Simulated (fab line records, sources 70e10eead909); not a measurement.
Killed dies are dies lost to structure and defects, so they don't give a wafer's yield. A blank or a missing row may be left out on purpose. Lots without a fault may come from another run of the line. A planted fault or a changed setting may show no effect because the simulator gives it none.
Chamber matching | flow nand_harc | NHARC_P_CONTACT_CMP_01 on cmp-01: 4 sister chambers
The step polishes SiO2, target thk 200 nm. 14 wafers are shown with their chamber, then 7 later ones without.

WAFERS WITH THEIR CHAMBER
wafer  | chamber | motor_current_A (A)
L275.2 | 3       | 12.3
L275.4 | 2       | 12.4
L275.6 | 2       | 12.4
L279.1 | 1       | 12.0
L279.2 | 2       | 12.3
L279.6 | 2       | 12.1
L280.1 | 3       | 12.0
L280.2 | 0       | 12.2
L280.6 | 0       | 11.1
L289.4 | 1       | 11.9
L289.5 | 3       | 12.2
L289.6 | 2       | 12.3
L291.2 | 0       | 12.6
L291.3 | 3       | 12.2

SIGNATURES (means of the wafers above)
reading         | chamber 0 | chamber 1 | chamber 2 | chamber 3 | scatter within a chamber
motor_current_A | 11.967    | 11.950    | 12.300    | 12.175    | 0.363
Rule: a wafer's distance from a chamber is the root of the sum, over the readings, of the square of ((its reading less the chamber's mean) divided by the reading's scatter). The wafer belongs to the nearest chamber; if the next one is less than 2 further off, it can't be placed. The scatter: the root of (the sum of the squares of (reading less its chamber's mean) over the shown wafers, divided by (wafers less chambers)).

WAFERS WITHOUT THEIR CHAMBER
wafer  | motor_current_A (A)
L291.6 | 11.2
L296.1 | 12.5
L296.4 | 11.8
L296.6 | 12.5
L297.1 | 12.2
L297.5 | 11.8
L297.6 | 12.0

WHICH CHAMBER EACH WENT THROUGH
wafer  | from the rows above               | in truth
L291.6 | can't be placed: 1 or 0 or 3 or 2 | 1
L296.1 | can't be placed: 2 or 3 or 0 or 1 | 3
L296.4 | can't be placed: 1 or 0 or 3 or 2 | 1
L296.6 | can't be placed: 2 or 3 or 0 or 1 | 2
L297.1 | can't be placed: 3 or 2 or 0 or 1 | 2
L297.5 | can't be placed: 1 or 0 or 3 or 2 | 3
L297.6 | can't be placed: 0 or 1 or 3 or 2 | 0
Placed correctly: 0 of 7. Can't be placed from these rows: 7 (the true chamber is among the candidates in 7). Placed wrongly: 0.
